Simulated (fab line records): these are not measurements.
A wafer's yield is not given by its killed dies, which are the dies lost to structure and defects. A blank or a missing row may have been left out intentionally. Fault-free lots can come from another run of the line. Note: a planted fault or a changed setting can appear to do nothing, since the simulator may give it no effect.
Matching of chambers	flow n5_finfet	pecvd-03 running N5_PASSIVATION_PECVD_00: 3 sister chambers
The step deposits SiO2 from SiH4/N2O, target thk 200 nm, time 11.2 s. 6 wafers are shown with their chamber, then 9 later ones without.

WAFERS WITH THEIR CHAMBER
wafer	chamber	throttle_valve_pct (%)	showerhead_plenum_p_Torr (Torr)
L083.1	0	47.8	8.24
L083.3	1	52.5	8.36
L083.5	2	48.6	8.22
L091.1	0	48.4	8.25
L091.2	2	48.8	8.21
L091.6	1	52.5	8.34

WAFERS WITH NO CHAMBER GIVEN
wafer	throttle_valve_pct (%)	showerhead_plenum_p_Torr (Torr)
L093.2	52.5	8.35
L093.4	48.4	8.24
L093.5	52.7	8.36
L094.1	48.1	8.27
L094.2	48.8	8.23
L094.4	48.3	8.26
L096.1	49.0	8.22
L096.2	48.0	8.26
L096.3	52.3	8.37

WHICH CHAMBER EACH WENT THROUGH
wafer	from the rows above	in truth
L093.2	1	1
L093.4	can't be placed: 0 or 2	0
L093.5	1	1
L094.1	0	0
L094.2	can't be placed: 2 or 0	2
L094.4	0	0
L096.1	2	2
L096.2	0	0
L096.3	1	1
Correct placement for 7 of the 9. Unplaceable from these rows: 2, with the true chamber sitting among the candidates in 2. 0 placed wrongly.
How it was worked out, from the rows above alone: a wafer's distance from a chamber is the root of the sum, over the readings, of the square of ((its reading less the chamber's mean) divided by the reading's scatter). If the next closest chamber is less than 2 further off than the closest, the wafer can't be placed; otherwise it belongs to the closest. For every chamber, the mean is computed from those of its wafers that are shown. The scatter: the root of (the sum of the squares of (reading less its chamber's mean) over the shown wafers, divided by (wafers less chambers)).
